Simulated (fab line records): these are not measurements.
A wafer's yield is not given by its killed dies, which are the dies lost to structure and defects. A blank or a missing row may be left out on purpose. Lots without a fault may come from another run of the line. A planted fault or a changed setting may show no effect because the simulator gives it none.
A struck lot beside a sound one ; flow n5Finfet ; 38 steps out of a route of 1938
Sound: the wafers L273.1, L273.2, L273.6. Wafers L284.1, L284.3, L284.5 were the ones struck. At the end, the cause is stated.
At each step with rows: each side's tool, then ch and its chambers, then its first start. Under that, the readings that differ: sound wafers ; struck wafers ; difference of the means ; sigmas: that difference in standard deviations of wafers without a fault.
alike: readings with means less than 2 such deviations apart, plus words and numbers identical on both sides. not compared: withheld readings, readings lacking a value on some wafer, bounds such as >300 that could conceal the same value, and numbers that have no deviation in the record and whose values overlap.
Wherever a step has rows on one side only, a row that says differs or no value, or a row with sigmas, the two part there. Non-overlapping numbers with no deviation appear without sigmas and do not part them. Lack of a reading on every wafer of one side parts them only where that side has two or more wafers.

first, 11 steps without rows for these wafers: N5_MOL_CONTACT_COAG_ETCH_106 (etches SOC in N2/H2, target depth 80 nm, overetch 16 nm, time 120 s); N5_MOL_CONTACT_COAG_STRIP_107 (strips in N2/H2); N5_MOL_CONTACT_COAG_STRIP_108 (strips in N2/H2); N5_MOL_CONTACT_COAG_CONTACT_ETCH_14 (etches SiO2 in C4F6/O2, target depth 27.5 nm, overetch 8.5 nm, time 20 s); N5_MOL_CONTACT_COAG_STRIP_109 (strips in C4F6/O2); N5_MOL_CONTACT_COAG_ETCH_15 (etches SiNx in CH3F/O2, stops on Si:P, target depth 7 nm); N5_MOL_CONTACT_COAG_ETCH_110 (etches Si in CF4/O2, target depth 2.5 nm, time 8 s); N5_MOL_CONTACT_COAG_STRIP_98 (strips in N2/H2); N5_MOL_CONTACT_COAG_IMPLANT_129; N5_MOL_CONTACT_COAG_PRECLEAN_111 (cleans in NF3:NH3, afs cycles 1, time 20 s, sublimation time 60 s); N5_MOL_CONTACT_COAG_TI_SIL_19 (material Ti, target thk 4.2 nm, time 15 s).
N5_MOL_CONTACT_COAG_ALD_20: deposits TiN, target thk 1.5 nm, pulse time 1 s, purge time 3 s.
  sound on aldMetal-02 ch 0,3, day 7 22:56; struck on aldMetal-02 ch 0,1,2, day 10 07:49
  alike: chamberPressureTorr, heaterPowerW, precursorPulseHeightRel
  not compared: sinceWetCleanH
then, 25 steps without rows for these wafers: N5_MOL_CONTACT_COAG_SIL_ANNEAL_21 (time 60 s); N5_MOL_CONTACT_COAG_PRE_CLEAN_141 (time 60 s); N5_MOL_CONTACT_COAG_SPUTTER_143 (material Co, target thk 2.5 nm); N5_MOL_CONTACT_COAG_CO_FILL_22 (material Co, precursor CCTBA/H2, target thk 20 nm); N5_MOL_CONTACT_COAG_ANNEAL_113 (time 300 s); N5_MOL_CONTACT_COAG_PRE_CLEAN_142 (time 60 s); N5_MOL_CONTACT_COAG_SPUTTER_130 (material Co, target thk 47.5 nm); N5_MOL_CONTACT_COAG_PRECLEAN_125 (cleans in DIW, time 57.5 s); N5_MOL_CONTACT_COAG_SRD_126 (dry time 32 s); N5_MOL_CONTACT_COAG_CMP_23 (polishes, stops on SiO2, t overpolish 1.5 s, target thk 0 nm); N5_MOL_CONTACT_COAG_WET_ETCH_26 (target Co, target depth 13 nm); N5_MOL_CONTACT_COAG_WET_ETCH_116 (etches the open film in SC1-inhibited, target depth 4.6 nm, rinse time 30 s); N5_MOL_CONTACT_COAG_ALD_27 (deposits SiOC, target thk 17 nm, pulse time 1.5 s, time 2720 s); N5_MOL_CONTACT_COAG_CMP_28 (polishes, stops on SiNx, t overpolish 0.85 s, target thk 14.522 nm); N5_MOL_CONTACT_COAG_ALD_123 (deposits SiNx, target thk 5 nm, pulse time 1 s, purge time 2 s); N5_MOL_CONTACT_COAG_PECVD_31 (deposits SiO2 from TEOS/O2, target thk 46 nm, time 8.9 s); N5_MOL_CONTACT_COAG_COAT_75 (time 60 s, resist thk 60 nm); N5_MOL_CONTACT_COAG_COAT_76 (time 60 s, resist thk 10 nm); N5_MOL_CONTACT_COAG_COAT_77 (time 60 s, resist thk 10 nm); N5_MOL_CONTACT_COAG_COAT_78 (resist thk 40 nm); N5_MOL_CONTACT_COAG_EBR_80; N5_MOL_CONTACT_COAG_SOFTBAKE_79 (time 60 s); N5_MOL_CONTACT_COAG_EXPOSE_81 (exposes mask VG, defocus 0 nm); N5_MOL_CONTACT_COAG_PEB_82 (peb time 60 s); N5_MOL_CONTACT_COAG_DEVELOP_83 (develop time 30 s).
-- a jump in the record: the struck wafers' starts before and after are 7 days apart (it breaks off in module MOL_CONTACT_COAG and resumes in module PASSIVATION, where the first step shown is number 1936 of the route) --
N5_PASSIVATION_PROBE_49:
  only the struck wafers here have rows in the record (prober-01, day 17 16:40); the sound ones have none

== WHERE THEY PART ==
At N5_PASSIVATION_PROBE_49 and nowhere else, as far as this record goes.

WHY: the cause the simulator had injected
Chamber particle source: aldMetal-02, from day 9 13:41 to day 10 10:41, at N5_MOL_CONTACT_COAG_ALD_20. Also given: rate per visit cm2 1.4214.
